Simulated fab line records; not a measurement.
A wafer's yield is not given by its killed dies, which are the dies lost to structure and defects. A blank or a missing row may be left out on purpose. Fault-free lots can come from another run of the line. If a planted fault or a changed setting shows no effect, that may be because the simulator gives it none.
A lot that was struck, set against a sound lot | flow n5 finfet | 23 out of 1938 route steps
Sound: these wafers, L224.2, L224.6. Struck: wafers L221.2, L221.5, L221.6. The cause comes at the end.
Each step with rows lists, per side, the tool, then ch with its chambers, then its first start. Under that, the readings that differ: sound wafers | struck wafers | difference of the means | sigmas: that difference in standard deviations of wafers without a fault.
alike: readings with means less than 2 such deviations apart, plus words and numbers identical on both sides. not compared: withheld readings, readings lacking a value on some wafer, bounds such as >300 that could conceal the same value, and numbers that have no deviation in the record and whose values overlap.
The two part at a step that has a row with sigmas, a row that says differs or no value, or rows on one side only. Non-overlapping numbers with no deviation appear without sigmas and do not part them. A reading missing from all wafers of one side parts the sides only when that side holds two or more wafers.

first, 9 steps without rows for these wafers: N5_GATE_CUT_DESCUM_18 (chemistry O2, time 7 s); N5_GATE_CUT_ETCH_28 (etches underlayer in N2/H2, target depth 13 nm, time 10.4 s); N5_GATE_CUT_ETCH_36 (etches SiARC in CF4, target depth 13 nm, time 21.7 s); N5_GATE_CUT_ETCH_37 (etches SOC in N2/H2, target depth 60 nm, overetch 12 nm, time 90 s); N5_GATE_CUT_STRIP_38 (strips in N2/H2); N5_GATE_CUT_STRIP_39 (strips in N2/H2); N5_GATE_CUT_HM_OPEN_40 (chemistry C4F6/O2, target SiO2, target depth 139 nm, time 85.1 s); N5_GATE_CUT_STRIP_41 (strips in CF4); N5_GATE_CUT_STRIP_42 (strips in O2).
N5_GATE_CUT_ETCH_19: etches SiNx in CH3F/O2, target depth 53.7 nm, time 76.7 s.
  sound on rie diel-06 ch 2,3, day 8 01:41; struck on rie diel-06 ch 2,3, day 6 17:37
  no value came back on the struck wafers for any of 8 readings (CH3F_flow_sccm (sccm), O2_flow_sccm (sccm) and others); on the sound wafers CH3F_flow_sccm (sccm) reads 29.95 30.03
  reading                                      | sound       | struck          | difference | sigmas
  model.SiO2_of_GATE_CUT_HM_DEP_46.thk nm (nm) | 124.2 125.6 | 133 132.2 132.6 | +8         |
  not compared: rf hours counter h
N5_GATE_CUT_CUT_ETCH_53: etches W in SF6/Cl2, target depth 79.2 nm.
  sound on rie metal-02 ch 0,1, day 8 01:47; struck on rie metal-03 ch 0,1, day 6 17:43
  reading                | sound       | struck            | difference | sigmas
  etch rf on time s (s)  | 27.2 27.7   | 34.3 34.3 34.3    | +6.8       | +6
  oes product au (a.u.)  | 0.72 0.59   | 0.32 0.22 0.32    | -0.37      | -3
  throttle valve pct (%) | 29.07 28.79 | 27.11 27.43 27.11 | -1.71      | -6
  alike: SF6_flow_sccm, bias w, drypump motor current A
  not compared: rf hours counter h
N5_GATE_CUT_CUT_ETCH_54: etches TiN in Cl2/BCl3, target depth 96.7 nm.
  sound on rie metal-02 ch 0,1, day 8 01:51; struck on rie metal-03 ch 0,1, day 6 17:47
  reading               | sound     | struck         | difference | sigmas
  etch rf on time s (s) | 38.0 38.2 | 47.9 47.9 47.9 | +9.8       | +6
  oes product au (a.u.) | 0.72 0.59 | 0.32 0.21 0.33 | -0.37      | -3
  alike: bcl3 flow sccm, bias w, drypump motor current A, throttle valve pct
  not compared: rf hours counter h
then, 8 steps without rows for these wafers: N5_GATE_CUT_ETCH_47 (etches SiO2 in Cl2/BCl3, target depth 10 nm); N5_GATE_CUT_VAPOR_ETCH_48 (etches TiN in BCl3/Cl2); N5_GATE_CUT_VAPOR_ETCH_49 (etches TiAlC in BCl3/Cl2); N5_GATE_CUT_VAPOR_ETCH_51 (etches HfO2 in BCl3/Cl2); N5_GATE_CUT_STRIP_21 (strips in N2/H2, time 30 s); N5_GATE_CUT_STRIP_29 (strips in post etch residue remover, time 60 s); N5_GATE_CUT_SRD_52 (time 30 s); N5_GATE_CUT_ALD_22 (deposits SiNx, target thk 16 nm, pulse time 1 s, ald cycles 320).
N5_GATE_CUT_CMP_23: polishes, stops on SiO2, t overpolish 23.4 s, target thk 16 nm.
  sound on cmp-02 ch 0,3, day 8 05:26; struck on cmp-02 ch 0,3, day 6 19:40
  reading                                      | sound       | struck          | difference | sigmas
  model.SiO2_of_GATE_CUT_HM_DEP_46.thk nm (nm) | 103.4 104.8 | 112 111.4 111.6 | +8         |
  alike: edge zone pressure frac, motor current A
  not compared: pad life wafers
N5_BEOL_M4_RC_MEAS_101:
  the record has rows for the sound wafers here (prober-02 ch 0, day 11 09:37) and none for the struck ones
-- record jumps: 7 days separate the struck wafers' starts on either side; left off in module BEOL_M4, taken up again in module PASSIVATION, whose first shown step is the route's number 1936 --
N5_PASSIVATION_PROBE_49:
  the record has rows for the struck wafers here (prober-02, day 13 18:10) and none for the sound ones

WHERE THEY PART
First at N5_GATE_CUT_ETCH_19; last, within this record, at N5_PASSIVATION_PROBE_49.

WHY: what the simulator had put in
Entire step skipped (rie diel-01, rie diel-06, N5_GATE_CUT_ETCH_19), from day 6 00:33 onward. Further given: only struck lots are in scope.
